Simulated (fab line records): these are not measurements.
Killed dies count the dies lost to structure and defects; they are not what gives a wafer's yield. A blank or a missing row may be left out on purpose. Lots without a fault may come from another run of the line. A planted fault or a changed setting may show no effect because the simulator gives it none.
Which tool is to blame?	flow nand harc	24 lots, 72 wafers sampled, at 4 steps of a route of 1302

WHAT EACH GAUGE READ, for each wafer
NHARC_P_M1_INSPECT_27. Usual: 317 for raw defect count, sd 110.
lot	measured	on	raw defect count	flag
L074	day 6 22:27	defect inspect-01	261 322 259	
L075	day 6 23:25	defect inspect-02	122 304 260	
L076	day 7 02:56	defect inspect-02	407 164 150	
L077	day 7 09:49	defect inspect-02	438 304 390	
L078	day 7 23:31	defect inspect-02	161 296 237	
L079	day 8 17:57	defect inspect-02	259 228 355	
L080	day 8 18:52	defect inspect-01	537 394 278	
L081	day 9 12:30	defect inspect-01	260 415 488	
L082	day 9 12:52	defect inspect-01	151 229 152	
L083	day 10 01:05	defect inspect-01	379 480 395	
L084	day 10 16:19	defect inspect-02	224 161 211	
L085	day 11 00:10	defect inspect-02	259 260 423	
L086	day 11 07:43	defect inspect-02	222 416 268	
L089	day 12 07:20	defect inspect-02	602 296 484	
L087	day 12 07:39	defect inspect-01	433 215 247	
L088	day 12 08:35	defect inspect-02	322 298 277	
L090	day 13 04:00	defect inspect-02	304 215 447	
L091	day 13 06:47	defect inspect-02	327 173 301	
L092	day 13 19:38	defect inspect-01	471 598 330	
L093	day 14 05:50	defect inspect-02	288 407 337	
L095	day 14 16:52	defect inspect-01	503 253 223	
L094	day 14 17:31	defect inspect-02	182 148 303	
L096	day 15 05:17	defect inspect-02	438 418 337	
L097	day 15 19:50	defect inspect-01	304 398 226	

NHARC_P_M2_THK_MEAS_24: measures by xrf. Usual: 144.5 nm for thk nm, sd 1.3.
lot	measured	on	thk nm (nm)	flag
L074	day 7 02:28	film metro-02	145.1 145.5 143.2	
L075	day 7 03:40	film metro-02	143.2 145.2 144.9	
L076	day 7 07:05	film metro-02	144.0 141.9 144.8	
L077	day 7 14:07	film metro-02	146.4 144.2 144.3	
L078	day 8 03:26	film metro-02	141.6 144.5 143.2	
L079	day 8 21:59	film metro-02	146.8 145.2 145.2	
L080	day 8 22:46	film metro-02	142.8 144.3 142.4	
L081	day 9 16:31	film metro-02	144.5 145.3 142.8	
L082	day 9 16:47	film metro-02	144.6 144.7 145.0	
L083	day 10 05:04	film metro-02	144.0 142.4 143.3	
L084	day 10 20:19	film metro-01	145.2 144.7 145.1	
L085	day 11 04:31	film metro-01	145.3 143.4 145.5	
L086	day 11 11:43	film metro-02	144.3 143.6 144.6	
L089	day 12 11:25	film metro-02	145.3 143.6 143.1	
L087	day 12 11:38	film metro-02	144.8 143.2 144.3	
L088	day 12 12:40	film metro-01	145.0 146.6 144.3	
L090	day 13 08:02	film metro-02	145.1 147.4 145.6	
L091	day 13 10:40	film metro-01	146.0 142.8 144.8	
L092	day 13 23:32	film metro-01	144.3 145.6 145.3	
L093	day 14 09:47	film metro-01	146.2 144.9 144.4	
L095	day 14 20:55	film metro-02	143.8 145.3 146.7	
L094	day 14 21:30	film metro-01	142.7 144.8 144.6	
L096	day 15 09:19	film metro-02	144.3 144.3 142.7	
L097	day 16 00:56	film metro-02	141.4 146.0 141.5	

TOOL THAT RAN EACH LOT (tool first, then ch and the chambers of the sampled wafers, then the start)
lot	NHARC_P_M2_STRIP_18	NHARC_P_M2_ETCH_28
L074	rie diel-11 ch 0,1,2, day 7 00:25	rie diel-11 ch 0,1,2, day 7 02:28 or earlier
L075	rie diel-04 ch 0,1,3, day 7 01:35	rie diel-04 ch 0,1,3, day 7 03:40 or earlier
L076	rie diel-08 ch 2,3, day 7 04:54	rie diel-08 ch 2,3, day 7 07:05 or earlier
L077	rie diel-08 ch 1,2,3, day 7 11:46	rie diel-08 ch 1,2, day 7 14:07 or earlier
L078	rie diel-11 ch 2,3, day 8 01:23	rie diel-11 ch 1,2,3, day 8 03:26 or earlier
L079	rie diel-04 ch 1,2,3, day 8 19:57	rie diel-04 ch 0,1,3, day 8 21:59 or earlier
L080	rie diel-04 ch 0,2,3, day 8 20:46	rie diel-04 ch 0,1,3, day 8 22:46 or earlier
L081	rie diel-08 ch 0,2,3, day 9 14:29	rie diel-08 ch 0,1,2, day 9 16:31 or earlier
L082	rie diel-11 ch 0,3, day 9 14:44	rie diel-11 ch 1,2, day 9 16:47 or earlier
L083	rie diel-11 ch 0,1,3, day 10 03:03	rie diel-11 ch 0,1, day 10 05:04 or earlier
L084	rie diel-08 ch 1,2,3, day 10 18:20	rie diel-08 ch 0,1,3, day 10 20:19 or earlier
L085	rie diel-08 ch 0,1, day 11 02:09	rie diel-08 ch 1,2,3, day 11 04:31 or earlier
L086	rie diel-04 ch 0,3, day 11 09:38	rie diel-04 ch 0,1,2, day 11 11:43 or earlier
L089	rie diel-11 ch 0,1,2, day 12 09:20	rie diel-11 ch 0,2,3, day 12 11:25 or earlier
L087	rie diel-04 ch 0,1,3, day 12 09:41	rie diel-04 ch 2,3, day 12 11:38 or earlier
L088	rie diel-04 ch 0,1,3, day 12 10:38	rie diel-04 ch 0,3, day 12 12:40 or earlier
L090	rie diel-08 ch 0,2,3, day 13 05:59	rie diel-08 ch 0,2,3, day 13 08:02 or earlier
L091	rie diel-04 ch 0,3, day 13 08:37	rie diel-04 ch 0,3, day 13 10:40 or earlier
L092	rie diel-04 ch 0,1,2, day 13 21:29	rie diel-04 ch 1,3, day 13 23:32 or earlier
L093	rie diel-11 ch 0,1,3, day 14 07:41	rie diel-11 ch 0,1,3, day 14 09:47 or earlier
L095	rie diel-04 ch 0,1,3, day 14 18:53	rie diel-04 ch 2,3, day 14 20:55 or earlier
L094	rie diel-08 ch 0,1,2, day 14 19:28	rie diel-08 ch 1,2,3, day 14 21:30 or earlier
L096	rie diel-08 ch 0,1,3, day 15 07:15	rie diel-08 ch 0,1, day 15 09:19 or earlier
L097	rie diel-11 ch 1,2,3, day 15 22:37	rie diel-11 ch 1,3, day 16 00:56 or earlier
- NHARC_P_M2_STRIP_18: strips in N2/H2.
- NHARC_P_M2_ETCH_28: etches the open film in CF4/N2, target depth 30 nm, time 72.99 s.

WHAT THE TOOLS THEMSELVES READ (means of the sampled wafers that have a number; where no wafer has one, the mark that the record gives instead)
NHARC_P_M2_STRIP_18. Usual: drypump motor current A 5.6 A, standard deviation 0.34; oes product au 0.998 a.u., standard deviation 0.008; rf vpp V 90.6 V, standard deviation 0.92; showerhead plenum p Torr 2.04 Torr, standard deviation 0.09; throttle valve pct 14.171 %, standard deviation 0.0085.
lot	tool	drypump motor current A (A)	oes product au (a.u.)	rf vpp V (V)	showerhead plenum p Torr (Torr)	throttle valve pct (%)	flag
L074	rie diel-11	5.6	1.005	90.4	2.05	14.172	
L075	rie diel-04	5.7	0.996	91.0	2.03	14.174	
L076	rie diel-08	5.9	0.998	90.5	2.02	14.169	
L077	rie diel-08	5.7	1.004	90.3	1.99	14.173	
L078	rie diel-11	5.5	0.999	89.7	1.96	14.163	
L079	rie diel-04	5.6	1.004	90.7	2.08	14.173	
L080	rie diel-04	5.5	1.001	90.3	2.06	14.171	
L081	rie diel-08	5.8	0.986	91.3	2.06	14.167	
L082	rie diel-11	5.2	1.000	90.6	1.99	14.171	
L083	rie diel-11	5.4	1.004	91.5	2.06	14.169	
L084	rie diel-08	5.7	1.000	89.7	1.99	14.178	
L085	rie diel-08	5.6	1.001	90.6	2.04	14.170	
L086	rie diel-04	5.6	0.998	90.4	2.00	14.171	
L089	rie diel-11	5.6	0.999	90.6	2.04	14.170	
L087	rie diel-04	5.7	0.990	90.5	2.03	14.176	
L088	rie diel-04	5.7	0.995	91.0	2.03	14.163	
L090	rie diel-08	5.8	0.998	91.2	2.06	14.175	
L091	rie diel-04	5.3	0.998	89.8	2.07	14.170	
L092	rie diel-04	5.9	0.990	90.4	2.02	14.174	
L093	rie diel-11	5.4	1.005	90.8	2.06	14.171	
L095	rie diel-04	5.7	0.996	89.5	2.03	14.163	
L094	rie diel-08	5.6	0.999	90.5	2.03	14.172	
L096	rie diel-08	5.8	1.001	90.8	2.06	14.175	
L097	rie diel-11	5.5	1.003	91.1	2.04	14.166	

NHARC_P_M2_ETCH_28. Usual: drypump motor current A 5.6 A, standard deviation 0.34; oes product au 0.996 a.u., standard deviation 0.0082; rf vpp V 314.1 V, standard deviation 2.1; showerhead plenum p Torr 2.63 Torr, standard deviation 0.11; throttle valve pct 19.794 %, standard deviation 0.0094.
lot	tool	drypump motor current A (A)	oes product au (a.u.)	rf vpp V (V)	showerhead plenum p Torr (Torr)	throttle valve pct (%)	flag
L074	rie diel-11	5.7	1.002	313.6	2.63	19.794	
L075	rie diel-04	5.7	0.980	312.9	2.61	19.791	
L076	rie diel-08	5.6	1.000	313.2	2.56	19.787	
L077	rie diel-08	5.5	1.001	311.3	2.52	19.808	
L078	rie diel-11	5.6	1.007	314.5	2.63	19.795	
L079	rie diel-04	5.7	0.995	314.0	2.61	19.794	
L080	rie diel-04	5.7	0.998	315.0	2.61	19.793	
L081	rie diel-08	5.6	0.991	314.7	2.61	19.794	
L082	rie diel-11	5.9	1.004	315.6	2.71	19.786	
L083	rie diel-11	5.5	1.004	314.1	2.65	19.805	
L084	rie diel-08	5.8	0.994	313.6	2.66	19.781	
L085	rie diel-08	5.7	1.000	313.3	2.57	19.795	
L086	rie diel-04	5.9	0.998	314.3	2.60	19.789	
L089	rie diel-11	5.4	1.004	312.4	2.54	19.799	
L087	rie diel-04	5.5	0.994	316.0	2.72	19.793	
L088	rie diel-04	5.4	0.989	314.4	2.66	19.796	
L090	rie diel-08	5.8	0.997	314.7	2.65	19.798	
L091	rie diel-04	5.6	1.001	313.7	2.58	19.804	
L092	rie diel-04	5.8	0.996	313.8	2.64	19.784	
L093	rie diel-11	5.4	0.999	315.5	2.65	19.800	
L095	rie diel-04	5.5	0.990	315.8	2.71	19.792	
L094	rie diel-08	5.7	0.992	312.3	2.57	19.800	
L096	rie diel-08	5.6	0.992	313.3	2.62	19.799	
L097	rie diel-11	5.6	0.993	316.4	2.73	19.792	

THE ANSWER, worked out from the rows above alone
Rule: a lot is off if the mean of its wafers that have a number lies more than 3 standard deviations from the usual mean. A lot without any number at a reading at which 4 lots or more have one is off too. The other lots that the step has rows for count as sound. After the gauges, taken in route order, come the tools' own readings; for these a lot's mean is taken, as printed above. The first step at which some lot is off is used, and at that step the reading that is off furthest; a lot without a number counts as furthest.
No lot is off on any of the readings shown, so nothing can be concluded from this.

WHAT THE SIMULATOR HAD PUT IN
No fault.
